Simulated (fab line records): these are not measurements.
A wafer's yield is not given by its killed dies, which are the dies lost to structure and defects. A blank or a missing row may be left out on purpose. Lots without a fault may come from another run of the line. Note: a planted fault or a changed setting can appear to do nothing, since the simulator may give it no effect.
fab line records | flow n5Finfet
record: lots: 5 wafers: 15 lastDay: 18
route steps=1938 shown BEOL_M15@1783 PASSIVATION@1936
lots untouched by any fault: they come from a run of this same line in which no faults occurred
startH: hours from the record's first day to the start of the lot's first wafer shown | waitH: how many hours have passed since the lot's step before this one | " repeats the value in the row above | L1.1+2: one row covering several wafers at once | - no value present, or no start provided | * or withheld: withheld | < > ~ a bound
route shown NAME@n: names a module that has steps shown in the file, with the first one's number in the route | usual: mean/standard deviation taken from wafers without a fault | same: alike in all rows | chamber/n: place in a boat | sites: each site's reading | _std_site: standard deviation across them | _edge_site: inner sites' mean taken away from outer sites' mean | radiusMm: for every site, how far away it sits from the centre of the wafer | mask NAME#n: copy n | behind: the most recent tool/chamber to have shaped the wafer | hold: the reason the lot was held/the length of the hold in hours/how it ended | device: the transistor (n, p or np) that didn't switch | end of line: at the end of the route, the tests of the same wafers | where a step has no rows: the recipe by itself | killed: the dies lost at the first sort to structure and to defects; this is not the yield of the wafer | map: a wafer's dies, marking killed ones x, the rest . and places with no die _
set.NAME: setting as actually run; set.NAME@STEP: the setting as run at that earlier step | model.NAME: the simulator's own value behind a step, which no gauge read
certain route steps with their lots: each step a table, each wafer a row
services: a tool's chamber out of use, with start hour (startH, from the record's first day; less than 0 if before it), hours out, and reason
== steps ==
step: N5_BEOL_M15_CD_MEAS_10
recipe: targetCdNm: 360 landingEnergyEv: 500 detector: seInlens polarity: opening
usual: cdNm: 360.3/1.5
columns lot.wafer tool chamber startH waitH cdNm
L715.1 cdSem-01 0 258.64 - 362.3
L715.5 " 0 " " 364.1
L715.6 " 0 " " 361.6
L723.1 cdSem-02 0 314.05 - 359.1
L723.3 " 0 " " 358.8
L723.6 " 0 " " 359.5
L731.2 cdSem-03 0 362.71 - 359.7
L731.3 " 0 " " 362.2
L731.4 " 0 " " 360.1
L734.3 cdSem-02 0 374.69 - 359.3
L734.4 " 0 " " 358.8
L734.6 " 0 " " 361.6
L737.1 cdSem-02 0 412.77 - 359.7
L737.5 " 0 " " 358.6
L737.6 " 0 " " 357.7
step: N5_BEOL_M15_OVL_MEAS_11
recipe: pointsPerWafer: 44
usual: V14_OVL: 3/4.8
columns lot.wafer tool chamber startH waitH V14_OVL[nm]
L715.1 overlay-01 0 258.67 0.0 9
L715.5 " 0 " " 7
L715.6 " 0 " " 8
L723.1 overlay-02 0 314.08 0.0 -2
L723.3 " 0 " " 0
L723.6 " 0 " " 6
L731.2 overlay-02 0 362.74 0.0 15
L731.3 " 0 " " 4
L731.4 " 0 " " 12
L734.3 overlay-02 0 374.72 0.0 7
L734.4 " 0 " " 5
L734.6 " 0 " " 6
L737.1 overlay-02 0 412.80 0.0 3
L737.5 " 0 " " 10
L737.6 " 0 " " 6
step: N5_BEOL_M15_INSPECT_12
recipe: mode: adi inspectInstrument: macro
usual: rawDefectCount: 1.9/1.4
columns lot.wafer tool chamber startH waitH rawDefectCount
L715.1 defectInspect-01 - 258.69 0.0 3
L715.5 " - " " 3
L715.6 " - " " 0
L723.1 defectInspect-01 - 314.11 0.0 1
L723.3 " - " " 2
L723.6 " - " " 1
L731.2 defectInspect-01 - 362.77 0.0 3
L731.3 " - " " 1
L731.4 " - " " 2
L734.3 defectInspect-02 - 374.74 0.0 4
L734.4 " - " " 4
L734.6 " - " " 1
L737.1 defectInspect-02 - 412.82 0.0 0
L737.5 " - " " 0
L737.6 " - " " 1
step: N5_BEOL_M15_DESCUM_15
recipe: chemistry: O2 timeS: 7.9 sourcePowerW: 50 biasPowerW: 20 pressureMtorr: 20 rfFrequencyHz: 2.712e+07 tempC: 40 o2FlowSccm: 225
usual: biasPowerW: 20.01/0.067 drypumpMotorCurrentA: 5.8/0.41 oesProductAu: 0.78/0.096 rfVppV: 243.3/1.5 showerheadPlenumPTorr: 2.10/0.08 tempC: 40.00/0.11 throttleValvePct: 20.51/0.25
columns lot.wafer tool chamber startH waitH biasPowerW drypumpMotorCurrentA oesProductAu rfHoursCounterH rfVppV showerheadPlenumPTorr tempC throttleValvePct
L715.1 rieDiel-05 3 258.72 0.0 20.08 6.1 0.69 210 242.8 2.16 40.02 20.64
L715.5 " 2 " " 20.03 6.3 0.72 - 242.8 2.09 40.07 20.40
L715.6 " 1 " " 19.93 5.8 0.73 - 243.3 2.09 39.99 20.79
L723.1 rieDiel-05 2 314.14 0.0 20.09 6.3 0.73 208 241.5 2.09 39.85 20.43
L723.3 " 1 " " 20.04 5.8 0.73 219 243.5 2.08 40.21 20.81
L723.6 " 1 " " 20.10 5.8 0.73 - 243.0 2.08 39.81 20.83
L731.2 rieDiel-05 1 362.80 0.0 20.01 5.9 0.71 236 242.8 2.08 39.99 20.84
L731.3 " 0 " " 20.03 6.3 0.96 15 245.9 2.23 40.16 20.16
L731.4 " 3 " " 19.99 6.1 0.67 245 243.6 2.15 40.13 20.69
L734.3 rieDiel-04 3 374.78 0.0 20.06 5.9 0.84 81 248.2 2.22 40.15 20.31
L734.4 " 2 " " 19.97 6.1 0.95 26 243.0 2.04 40.19 20.30
L734.6 " 3 " " 20.06 5.9 0.83 - 246.1 2.22 40.14 20.29
L737.1 rieDiel-03 3 412.88 0.1 20.07 5.7 0.82 79 243.1 2.12 40.09 20.28
L737.5 " 0 " " 20.04 5.8 0.75 - 243.5 2.18 40.23 20.55
L737.6 " 1 " " 20.14 5.1 0.74 - 241.2 2.00 40.12 20.14
step: N5_BEOL_M15_ETCH_59
recipe: chemistry: N2/H2 target: BARC targetDepthA: 890 overetchA: 267 timeS: 67.9 ionEnergyEv: 200 pressureMtorr: 30 sourceW: 840 biasW: 150 n2FlowSccm: 200 h2FlowSccm: 200
usual: biasW: 149.9/0.5 drypumpMotorCurrentA: 5.8/0.41 oesProductAu: 0.66/0.078 rfVppV: 524.0/2.6 showerheadPlenumPTorr: 2.55/0.094 throttleValvePct: 17.93/0.27
columns lot.wafer tool chamber startH waitH biasW drypumpMotorCurrentA oesProductAu rfHoursCounterH rfVppV showerheadPlenumPTorr throttleValvePct
L715.1 rieDiel-05 3 258.76 0.0 148.3 6.1 0.60 210 526.8 2.61 18.11
L715.5 " 2 " " 149.8 6.3 0.62 - 524.5 2.52 17.83
L715.6 " 1 " " 150.0 5.8 0.63 - 523.5 2.53 18.20
L723.1 rieDiel-05 2 314.18 0.0 149.5 6.3 0.61 208 522.4 2.52 17.85
L723.3 " 1 " " 150.4 5.8 0.63 219 524.4 2.53 18.24
L723.6 " 1 " " 149.7 5.8 0.63 - 523.7 2.53 18.24
L731.2 rieDiel-05 1 362.83 0.0 149.0 5.8 0.61 236 521.5 2.52 18.26
L731.3 " 0 " " 150.2 6.4 0.81 15 528.0 2.71 17.65
L731.4 " 3 " " 150.0 6.1 0.59 245 525.5 2.60 18.18
L734.3 rieDiel-04 3 374.81 0.0 150.4 5.9 0.72 81 526.6 2.66 17.51
L734.4 " 2 " " 150.3 6.1 0.79 26 522.3 2.48 17.68
L734.6 " 3 " " 150.6 5.9 0.71 - 526.3 2.66 17.54
L737.1 rieDiel-03 3 412.92 0.0 150.2 5.7 0.70 79 524.9 2.58 17.72
L737.5 " 0 " " 150.0 5.9 0.64 - 526.6 2.67 18.14
L737.6 " 1 " " 149.0 5.1 0.63 - 520.3 2.44 17.67
step: N5_BEOL_M15_VIA_ETCH_16
recipe: chemistry: C4F8/O2/Ar target: SiO2 heInnerTorr: 15 heOuterTorr: 30 targetDepthA: 17922 timeS: withheld ionEnergyEv: 800 pressureMtorr: 20 sourceW: 1905 biasW: 2040 Ar_flow_sccm: 400 C4F8_flow_sccm: 16 O2_flow_sccm: 12 ends: cleared
usual: biasW: 2039/6.3 drypumpMotorCurrentA: 5.8/0.41 oesProductAu: 0.70/0.087 rfVppV: 2222/52 showerheadPlenumPTorr: 3.45/0.12 throttleValvePct: 30.93/0.24
columns lot.wafer tool chamber startH waitH biasW drypumpMotorCurrentA oesProductAu rfVppV showerheadPlenumPTorr throttleValvePct
L715.1 rieDiel-05 3 258.81 0.0 2036 6.1 0.64 2316 3.53 31.08
L715.5 " 2 " " 2037 6.3 0.67 2217 3.43 30.81
L715.6 " 1 " " 2044 5.8 0.67 2175 3.39 31.04
L723.1 rieDiel-05 2 314.23 0.0 2043 6.3 0.65 2217 3.42 30.81
L723.3 " 1 " " 2041 5.8 0.65 2175 3.39 31.05
L723.6 " 1 " " 2035 5.8 0.66 2175 3.39 31.05
L731.2 rieDiel-05 1 362.89 0.0 2030 5.8 0.63 2176 3.38 31.05
L731.3 " 0 " " 2037 6.3 0.87 2293 3.66 30.72
L731.4 " 3 " " 2031 6.1 0.61 2314 3.52 31.07
L734.3 rieDiel-04 3 374.86 0.0 2028 5.9 0.75 2262 3.59 30.53
L734.4 " 2 " " 2031 6.1 0.84 2196 3.38 31.00
L734.6 " 3 " " 2032 5.9 0.76 2262 3.59 30.53
L737.1 rieDiel-03 3 412.97 0.0 2036 5.7 0.73 2280 3.47 30.62
L737.5 " 0 " " 2041 5.8 0.68 2173 3.56 30.85
L737.6 " 1 " " 2047 5.1 0.67 2195 3.33 30.78
step: N5_BEOL_M15_STRIP_63
recipe: chemistry: O2 powerW: 600 tempC: 60 pressureMtorr: 30 rfFrequencyHz: 6e+07 biasPowerW: 0 overashFraction: 0.3 o2FlowSccm: 225
step: N5_BEOL_M15_STRIP_64
recipe: chemistry: O2 powerW: 600 tempC: 60 pressureMtorr: 30 rfFrequencyHz: 6e+07 biasPowerW: 0 overashFraction: 0.3 o2FlowSccm: 225
usual: drypumpMotorCurrentA: 5.8/0.41 oesProductAu: 0.78/0.095 rfVppV: 3.7/0.56 showerheadPlenumPTorr: 2.11/0.08 tempC: 60.00/0.12 throttleValvePct: 16.75/0.25
same: biasPowerW: 0
columns lot.wafer tool chamber startH waitH drypumpMotorCurrentA oesProductAu rfHoursCounterH rfVppV showerheadPlenumPTorr tempC throttleValvePct
L715.1 rieDiel-05 3 - - 6.1 0.69 211 4.0 2.16 59.93 16.90
L715.5 " 2 " " 6.3 0.73 - 5.1 2.10 59.97 16.65
L715.6 " 1 " " 5.8 0.74 - 4.1 2.09 59.85 16.99
L723.1 rieDiel-05 2 - - 6.3 0.73 208 2.9 2.09 60.27 16.71
L723.3 " 1 " " 5.8 0.73 219 3.7 2.09 59.94 17.02
L723.6 " 1 " " 5.8 0.73 - 4.9 2.09 59.83 17.01
L731.2 rieDiel-05 1 - - 5.8 0.71 237 3.7 2.08 60.06 17.05
L731.3 " 0 " " 6.3 0.95 15 4.1 2.24 59.80 16.37
L731.4 " 3 " " 6.1 0.67 245 3.5 2.15 59.92 16.97
L734.3 rieDiel-04 3 - - 5.9 0.83 81 2.7 2.23 60.09 16.51
L734.4 " 2 " " 6.1 0.93 26 3.2 2.05 59.84 16.51
L734.6 " 3 " " 5.9 0.83 - 3.8 2.23 60.15 16.47
L737.1 rieDiel-03 3 - - 5.7 0.81 79 4.3 2.13 59.92 16.53
L737.5 " 0 " " 5.8 0.75 - 4.4 2.18 59.89 16.85
L737.6 " 1 " " 5.2 0.74 - 3.3 2.00 59.79 16.40
step: N5_BEOL_M15_STRIP_65
recipe: chemistry: postEtchResidueRemover timeS: 60 tempC: 25 removerPh: withheld removerWaterWtPct: withheld removerFluorideWtPct: withheld
step: N5_BEOL_M15_SRD_66
recipe: timeS: 30 tempC: 23 rinseLiquid: diw dry: n2Spin spinRpm: 1500 dryTimeS: 30
step: N5_BEOL_M15_CD_MEAS_17
recipe: targetCdNm: 360 polarity: opening
usual: cdNm: 361.6/1.8
columns lot.wafer tool chamber startH waitH cdNm
L715.1 cdSem-03 - 259.22 0.0 363.0
L715.5 " - " " 362.9
L715.6 " - " " 360.7
L723.1 cdSem-02 - 314.64 0.0 358.7
L723.3 " - " " 359.6
L723.6 " - " " 358.9
L731.2 cdSem-02 - 363.30 0.0 361.1
L731.3 " - " " 364.2
L731.4 " - " " 361.5
L734.3 cdSem-02 - 375.28 0.0 361.6
L734.4 " - " " 359.7
L734.6 " - " " 363.6
L737.1 cdSem-03 - 413.38 0.0 362.4
L737.5 " - " " 362.7
L737.6 " - " " 358.1
step: N5_BEOL_M15_COAT_56
recipe: resist: SOC tempC: 250 timeS: 60 spinRpm: 1500 resistThkNm: 550
step: N5_BEOL_M15_ETCH_57
recipe: chemistry: N2/H2 target: SOC sourceW: 3000 biasW: 350 timeS: 750 ionEnergyEv: 200 pressureMtorr: 30 n2FlowSccm: 200 h2FlowSccm: 200
usual: biasW: 349.9/1.1 drypumpMotorCurrentA: 5.7/0.4 oesProductAu: 0.80/0.093 rfVppV: 524.4/2.8 showerheadPlenumPTorr: 2.56/0.1 throttleValvePct: 17.74/0.28
columns lot.wafer tool chamber startH waitH biasW drypumpMotorCurrentA oesProductAu rfHoursCounterH rfVppV showerheadPlenumPTorr throttleValvePct
L715.1 rieDiel-03 1 259.32 - 351.0 5.1 0.78 105 521.2 2.46 17.48
L715.5 " 2 " " 350.5 5.8 0.69 - 519.5 2.39 17.74
L715.6 " 1 " " 350.5 5.1 0.78 - 521.6 2.46 17.47
L723.1 rieDiel-03 2 314.74 - 350.8 5.8 0.95 10 527.6 2.70 17.32
L723.3 " 3 " " 351.0 5.7 0.84 51 526.6 2.59 17.57
L723.6 " 0 " " 349.6 5.8 0.79 - 528.8 2.69 17.99
L731.2 rieDiel-03 1 363.40 - 349.5 5.2 0.75 136 522.4 2.45 17.54
L731.3 " 0 " " 350.6 5.9 0.77 143 527.0 2.68 18.02
L731.4 " 2 " " 347.8 5.8 0.93 25 529.7 2.70 17.34
L734.3 rieDiel-04 2 375.37 - 347.8 6.1 0.93 26 522.0 2.48 17.58
L734.4 " 1 " " 350.9 5.2 0.76 154 522.3 2.53 18.01
L734.6 " 2 " " 348.3 6.1 0.93 - 521.6 2.48 17.58
L737.1 rieDiel-05 2 413.48 - 350.8 6.3 0.69 236 522.5 2.50 17.80
L737.5 " 1 " " 350.5 5.8 0.70 - 522.3 2.51 18.20
L737.6 " 2 " " 351.3 6.3 0.70 - 521.9 2.51 17.78
step: N5_BEOL_M15_COAT_60
recipe: resist: BARC tempC: 205 timeS: 60 spinRpm: 1500 resistThkNm: 89
step: N5_BEOL_M15_COAT_22
recipe: spinRpm: 1704 resistThkNm: 800
step: N5_BEOL_M15_EBR_24
recipe: solvent: PGMEA ebrWidthMm: 1.5
step: N5_BEOL_M15_SOFTBAKE_23
recipe: tempC: 130 timeS: 60
step: N5_BEOL_M15_EXPOSE_25
recipe: maskId: M15 na: 0.8 sourceShape: annular sigmaInner: 0.5 sigmaOuter: 0.8 polarization: unpolarized targetCdNm: 400 doseMj: 35.5
step: N5_BEOL_M15_PEB_26
recipe: pebTempC: 130 pebTimeS: 90
step: N5_BEOL_M15_DEVELOP_27
recipe: developTimeS: 45 rinseLiquid: diw dry: airSpin devTempC: 21
step: N5_BEOL_M15_HARDBAKE_32
recipe: tempC: 130 timeS: 120
step: N5_BEOL_M15_CD_MEAS_28
recipe: targetCdNm: 407.6 landingEnergyEv: 500 detector: seInlens
usual: cdNm: 407.7/1.8
columns lot.wafer tool chamber startH waitH cdNm
L715.1 cdSem-03 0 260.10 - 408.7
L715.5 " 0 " " 406.9
L715.6 " 0 " " 407.3
L723.1 cdSem-02 0 315.64 - 406.9
L723.3 " 0 " " 404.7
L723.6 " 0 " " 406.6
L731.2 cdSem-03 0 364.30 - 407.0
L731.3 " 0 " " 406.9
L731.4 " 0 " " 408.7
L734.3 cdSem-02 0 376.28 - 407.2
L734.4 " 0 " " 406.4
L734.6 " 0 " " 407.5
L737.1 cdSem-01 0 414.38 - 408.6
L737.5 " 0 " " 410.5
L737.6 " 0 " " 410.4
step: N5_BEOL_M15_OVL_MEAS_29
recipe: pointsPerWafer: 44
usual: M15_OVL: 0/5.6
columns lot.wafer tool chamber startH waitH M15_OVL[nm]
L715.1 overlay-01 0 260.13 0.0 -3
L715.5 " 0 " " 8
L715.6 " 0 " " 4
L723.1 overlay-02 0 315.67 0.0 1
L723.3 " 0 " " 5
L723.6 " 0 " " -6
L731.2 overlay-02 0 364.33 0.0 -1
L731.3 " 0 " " 5
L731.4 " 0 " " 4
L734.3 overlay-02 0 376.30 0.0 -8
L734.4 " 0 " " -3
L734.6 " 0 " " 1
L737.1 overlay-02 0 414.41 0.0 4
L737.5 " 0 " " 3
L737.6 " 0 " " 8
step: N5_BEOL_M15_INSPECT_30
recipe: mode: adi inspectInstrument: macro
usual: rawDefectCount: 2.1/1.5
columns lot.wafer tool chamber startH waitH rawDefectCount
L715.1 defectInspect-02 - 260.15 0.0 3
L715.5 " - " " 1
L715.6 " - " " 3
L723.1 defectInspect-01 - 315.69 0.0 2
L723.3 " - " " 2
L723.6 " - " " 1
L731.2 defectInspect-02 - 364.35 0.0 7
L731.3 " - " " >300
L731.4 " - " " 0
L734.3 defectInspect-01 - 376.33 0.0 2
L734.4 " - " " 5
L734.6 " - " " 4
L737.1 defectInspect-02 - 414.43 0.0 4
L737.5 " - " " 1
L737.6 " - " " 1
step: N5_BEOL_M15_DESCUM_33
recipe: chemistry: O2 timeS: 7.9 sourcePowerW: 50 biasPowerW: 20 pressureMtorr: 20 rfFrequencyHz: 2.712e+07 tempC: 40 o2FlowSccm: 225
usual: biasPowerW: 20.00/0.066 drypumpMotorCurrentA: 5.8/0.41 oesProductAu: 0.79/0.097 rfVppV: 243.2/1.6 showerheadPlenumPTorr: 2.11/0.084 tempC: 39.99/0.11 throttleValvePct: 20.46/0.26
columns lot.wafer tool chamber startH waitH biasPowerW drypumpMotorCurrentA oesProductAu rfHoursCounterH rfVppV showerheadPlenumPTorr tempC throttleValvePct
L715.1 rieDiel-03 3 260.18 0.0 19.95 5.6 0.88 35 243.9 2.14 39.96 20.21
L715.5 " 1 " " 20.04 5.1 0.78 - 241.2 2.01 39.88 20.07
L715.6 " 3 " " 20.00 5.6 0.88 - 243.1 2.14 39.95 20.22
L723.1 rieDiel-05 3 315.73 0.0 19.97 6.1 0.68 228 244.4 2.15 39.89 20.67
L723.3 " 1 " " 19.98 5.8 0.72 219 241.8 2.08 40.16 20.84
L723.6 " 2 " " 20.02 6.2 0.72 - 243.7 2.09 40.19 20.43
L731.2 rieDiel-04 0 364.38 0.0 19.93 5.2 0.69 223 240.6 1.98 39.96 20.82
L731.3 " 2 " " 19.97 6.1 0.94 23 242.5 2.04 39.94 20.30
L731.4 " 1 " " 20.06 5.2 0.76 151 243.9 2.09 40.18 20.72
L734.3 rieDiel-05 0 376.36 0.0 20.02 6.4 0.94 19 246.6 2.23 39.97 20.15
L734.4 " 1 " " 19.97 5.8 0.71 240 243.9 2.07 39.99 20.85
L734.6 " 0 " " 19.99 6.3 0.95 - 243.3 2.23 40.05 20.17
L737.1 rieDiel-04 2 414.86 0.4 20.05 6.1 0.91 39 242.4 2.04 40.01 20.31
L737.5 " 0 " " 19.99 5.1 0.69 - 240.2 1.98 40.07 20.83
L737.6 " 1 " " 19.98 5.2 0.75 - 242.1 2.09 39.99 20.77
step: N5_PASSIVATION_PROBE_49
usual: defectLimitedYield: 91.3/1.5 killed_at_M0_to_M3: 34/10 killed_at_M4_up: 13/4.9 killedAtContacts: 13/6.1 killedAtFrontEnd: 39/13 killedAtOther: 4.1/2.7 killedDies: 103/18 killedOnRim: 13/4.3 killedOpen: 68/13 killedShort: 32/7.6 sort_bin_5_function: 5.2/1 sort_bin_6_memory: 3.2/0.75 sortNPass: 1077/18 sortYieldPct: 91.3/1.5
same: grossDies: 1180 killedAtBackSide: 0 sort_bin_4_leakage[%]: 0 sort_bin_8_speed[%]: 0
columns lot.wafer tool chamber startH waitH defectLimitedYield[%] killed_at_M0_to_M3 killed_at_M4_up killedAtContacts killedAtFrontEnd killedAtOther killedDies killedOnRim killedOpen killedShort sort_bin_5_function[%] sort_bin_6_memory[%] sortNPass sortYieldPct[%]
L715.1 prober-02 - 278.85 0.9 92.9 26 13 17 24 4 84 9 57 25 4.4 2.5 1096 92.9
L715.5 prober-02 - 279.05 1.1 91.3 40 11 7 41 4 103 10 71 25 5.0 3.4 1077 91.3
L715.6 prober-02 - 279.10 1.2 91.7 42 6 7 41 2 98 15 67 28 5.3 2.9 1082 91.7
L723.1 prober-01 - 334.92 0.0 92.1 35 16 4 34 4 93 8 59 33 4.2 3.2 1087 92.1
L723.3 prober-01 - 335.02 0.1 89.5 31 29 16 41 7 124 17 81 40 6.3 3.7 1056 89.5
L723.6 prober-01 - 335.17 0.3 91.9 40 15 5 31 5 96 7 58 37 4.8 3.0 1084 91.9
L731.3 prober-01 - 385.15 0.1 81.2 53 119 15 33 2 222 36 71 37 11.6 4.0 958 81.2
L734.3 prober-01 - 401.06 0.1 94.2 28 5 14 21 1 69 7 39 30 3.4 2.1 1111 94.2
L734.4 prober-01 - 401.11 0.2 95.1 22 10 8 17 1 58 5 40 16 2.9 1.9 1122 95.1
L734.6 prober-01 - 401.21 0.3 93.0 31 8 12 31 1 83 17 51 31 4.7 2.3 1097 93.0
L737.1 prober-02 - 434.07 0.0 88.5 40 13 21 55 7 136 25 77 55 6.9 4.1 1044 88.5
L737.5 prober-02 - 434.27 0.2 91.1 27 20 18 39 1 105 15 66 37 5.3 3.5 1075 91.1
L737.6 prober-02 - 434.32 0.3 92.6 40 13 8 22 4 87 11 61 25 4.1 3.2 1093 92.6
killed by level:class
L715.1 MOL_CONTACT_COAG:geometricParticle:open=14 BEOL_M3:geometricParticle:open=11 FIN_SAQP:geometricParticle:short=8 BEOL_M4:geometricParticle:open=5 DUMMY_GATE:geometricParticle:open=4 BEOL_M2:geometricParticle:open=4 BEOL_M3:geometricParticle:short=4 FIN_SAQP:geometricParticle:open=3
L715.5 BEOL_M2:geometricParticle:open=15 BEOL_M3:geometricParticle:open=13 FIN_SAQP:geometricParticle:open=10 FIN_SAQP:geometricParticle:short=8 STI_FIN_REVEAL:geometricParticle:open=6 BEOL_M4:geometricParticle:open=5 MOL_CONTACT_COAG:geometricParticle:open=4 BEOL_M3:geometricParticle:short=3
L715.6 STI_FIN_REVEAL:geometricParticle:open=12 BEOL_M3:geometricParticle:open=12 BEOL_M1:geometricParticle:open=8 BEOL_M0_SAQP:geometricParticle:open=7 FIN_SAQP:geometricParticle:open=6 FIN_SAQP:geometricParticle:short=6 GATE_CUT:geometricParticle:short=6 MOL_CONTACT_COAG:geometricParticle:open=6
L723.1 FIN_SAQP:geometricParticle:short=11 BEOL_M1:geometricParticle:open=7 BEOL_M4:geometricParticle:open=7 BEOL_M0_SAQP:geometricParticle:short=6 BEOL_M2:geometricParticle:open=6 BEOL_M0_SAQP:geometricParticle:open=5 BEOL_M3:geometricParticle:open=5 FIN_SAQP:geometricParticle:open=4
L723.3 BEOL_M4:geometricParticle:open=15 FIN_SAQP:geometricParticle:short=12 MOL_CONTACT_COAG:geometricParticle:open=11 FIN_SAQP:geometricParticle:open=8 BEOL_M2:geometricParticle:open=8 BEOL_M0_SAQP:geometricParticle:open=7 BEOL_M4:geometricParticle:short=6 BEOL_M0_SAQP:geometricParticle:short=5
L723.6 BEOL_M0_SAQP:geometricParticle:short=10 BEOL_M3:geometricParticle:open=9 FIN_SAQP:geometricParticle:short=7 BEOL_M0_SAQP:geometricParticle:open=6 BEOL_M4:geometricParticle:open=6 GATE_CUT:geometricParticle:short=5 MOL_CONTACT_COAG:geometricParticle:open=5 BEOL_M1:geometricParticle:open=5
L731.3 BEOL_M15:unspecified=112 BEOL_M0_SAQP:geometricParticle:short=15 MOL_CONTACT_COAG:geometricParticle:open=15 BEOL_M0_SAQP:geometricParticle:open=10 FIN_SAQP:geometricParticle:open=7 FIN_SAQP:geometricParticle:short=7 STI_FIN_REVEAL:geometricParticle:open=7 BEOL_M2:geometricParticle:open=7
L734.3 MOL_CONTACT_COAG:geometricParticle:open=12 BEOL_M0_SAQP:geometricParticle:open=7 FIN_SAQP:geometricParticle:short=5 BEOL_M3:geometricParticle:open=5 BEOL_M0_SAQP:geometricParticle:short=4 BEOL_M2:geometricParticle:short=4 FIN_SAQP:geometricParticle:open=3 FIN_CUT:geometricParticle:short=3
L734.4 BEOL_M4:geometricParticle:open=8 MOL_CONTACT_COAG:geometricParticle:open=7 BEOL_M2:geometricParticle:open=7 STI_FIN_REVEAL:geometricParticle:open=4 BEOL_M0_SAQP:geometricParticle:short=4 FIN_SAQP:geometricParticle:short=3 BEOL_M0_SAQP:geometricParticle:open=3 BEOL_M2:geometricParticle:short=3
L734.6 MOL_CONTACT_COAG:geometricParticle:open=12 FIN_SAQP:geometricParticle:short=8 BEOL_M0_SAQP:geometricParticle:open=8 BEOL_M0_SAQP:geometricParticle:short=6 FIN_SAQP:geometricParticle:open=5 BEOL_M2:geometricParticle:open=4 BEOL_M4:geometricParticle:open=4 STI_FIN_REVEAL:geometricParticle:open=3
L737.1 BEOL_M1:geometricParticle:open=16 FIN_SAQP:geometricParticle:short=14 MOL_CONTACT_COAG:geometricParticle:open=14 STI_FIN_REVEAL:geometricParticle:open=8 MOL_CONTACT_COAG:geometricParticle:short=7 FIN_SAQP:geometricParticle:open=6 BEOL_M0_SAQP:geometricParticle:short=5 BEOL_M1:geometricParticle:short=5
L737.5 MOL_CONTACT_COAG:geometricParticle:open=14 BEOL_M4:geometricParticle:open=10 FIN_SAQP:geometricParticle:open=7 FIN_SAQP:geometricParticle:short=6 BEOL_M2:geometricParticle:short=6 GATE_CUT:geometricParticle:short=5 STI_FIN_REVEAL:geometricParticle:open=4 BEOL_M1:geometricParticle:open=4
L737.6 BEOL_M4:geometricParticle:open=9 BEOL_M3:geometricParticle:open=9 BEOL_M1:geometricParticle:open=8 MOL_CONTACT_COAG:geometricParticle:open=7 BEOL_M0_SAQP:geometricParticle:open=6 BEOL_M0_SAQP:geometricParticle:short=5 STARTING-WAFER:geometricParticle:short=4 FIN_SAQP:geometricParticle:short=3
map L731.3 (x killed, . not)
_________________..x.x.......________________
______________...........x......_____________
___________........................__________
__________.........................._________
________............xxx...xx.........._______
_______x....x.............x...x....x..x______
______..........x......x.........x......_____
_____............x.......x.......x.....xx____
____....x.x....................x........x.___
___.....x...xx...........x....x......x.....__
___x...x..................x.xxx.........x..__
__xxx.x....................................._
__xxxxxxxx.....x........x.............x....._
_xxxxxxxxx.x......x.............x.xx.........
_xxxxxxxxxx.................x...x............
_xxxxxxxxxx.x.x...x.......x..................
_xxxxxxxxxxx...x..........x...x..............
_xxxxxxxxxxx......x..x.......x.........x.....
_xxxxxxxxxx.................x....x..........x
_xxxxxxxxx.......x.........x.........x......x
_xxxxxxxx.xx.................x..x.x..........
__xxxxxxx.........x................x.....x.x_
__x.xxxxxx...............x....x....x........_
___.x.....xx...........x.................x.__
___...............xx.......................__
____x.x..................x..............x.___
_____..xx...x...........x.xx.............____
______..........xx.....x................_____
_______........................x.x.x...______
________.xx.x..x...................x.._______
__________...........xx..x.....x...._________
___________x..x.......x.......x...x__________
______________.................._____________
_________________..xx........________________
map L723.3 (x killed, . not)
_________________............________________
______________.................._____________
___________xx....x..xx...x.........__________
__________................x........._________
________............................x._______
_______......x.........................______
______........x..x..........xx......xxxx_____
_____..x.x........x...........x..........____
____..x.x.....x........................x..___
___..........................x.xxx......x..__
___x..................x..............x.....__
__x....xx....x.......x....x.....x..........x_
__.........x................x.x............._
_..x............x.x...x......................
_.x..............x...x.............x.....x...
_...........x.......x.....................x..
_..........x.x......x....xx........x.....x...
_.......x..x....x..........x....x............
_......x.....................................
_......x...x.............x...x....x..x.......
_.x...x....................x...x.............
__................x................x..x....x_
__........x.x.....x.....................x..._
___...........x............x...x.....x.....__
___...x....x..........x..........x.........__
____........xx..x.x...x.............x...x.___
_____x.............xx......x.............____
______...................x.....x.......x_____
_______..............x.x..........x....______
________.xx.........x..........x......_______
__________x........................._________
___________......x....x......x.....__________
______________........x.xx......_____________
_________________x...........________________
== services ==
columns tool chamber startH hours kind
rieDiel-04 0 237.79 3.5 repair
rieDiel-04 1 248.31 9.3 repair
rieDiel-03 2 249.73 7.8 repair
rieDiel-03 2 260.64 - clean
rieDiel-03 2 260.64 - consumableReplace:focusRing
rieDiel-03 2 260.64 - consumableReplace:showerhead
rieDiel-04 1 284.76 2.5 repair
rieDiel-05 0 307.78 - clean
rieDiel-05 0 307.78 - consumableReplace:focusRing
rieDiel-05 0 307.78 - consumableReplace:showerhead
rieDiel-05 0 307.78 11.4 scheduledDown
rieDiel-05 0 307.78 11.4 ventCycle
rieDiel-04 3 324.90 6.0 repair
rieDiel-05 2 342.02 12.7 repair
rieDiel-05 3 384.80 - clean
rieDiel-05 3 384.80 - consumableReplace:esc
rieDiel-05 3 384.80 - consumableReplace:focusRing
rieDiel-05 3 384.80 29.8 scheduledDown
rieDiel-05 3 384.80 29.8 ventCycle
rieDiel-03 - 389.23 0.3 repair
rieDiel-04 0 395.16 15.4 repair
rieDiel-04 1 408.02 4.9 repair
rieDiel-04 - 411.61 0.4 repair
rieDiel-03 3 414.67 2.2 repair
== key ==
firstSign: step: N5_BEOL_M15_INSPECT_30 reading: rawDefectCount direction: up sigmas: 99+ usual: 2.1 struck: >300
effect: step: N5_PASSIVATION_PROBE_49 reading: killed_at_M4_up direction: up sigmas: 22 usual: 13 struck: 119
moreKillsBornAt: N5_BEOL_M15_ETCH_57@rieDiel-03: 112
metAt N5_BEOL_M15_ETCH_57
struckWafers L731.3
onsetBetween 314.74 363.40
fault: kind: chamberParticleSource tool: rieDiel-03 chamber: 0 onsetH: 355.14 steps: N5_BEOL_M15_ETCH_57 ratePerVisitCm2: 1.3875 endH: 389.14
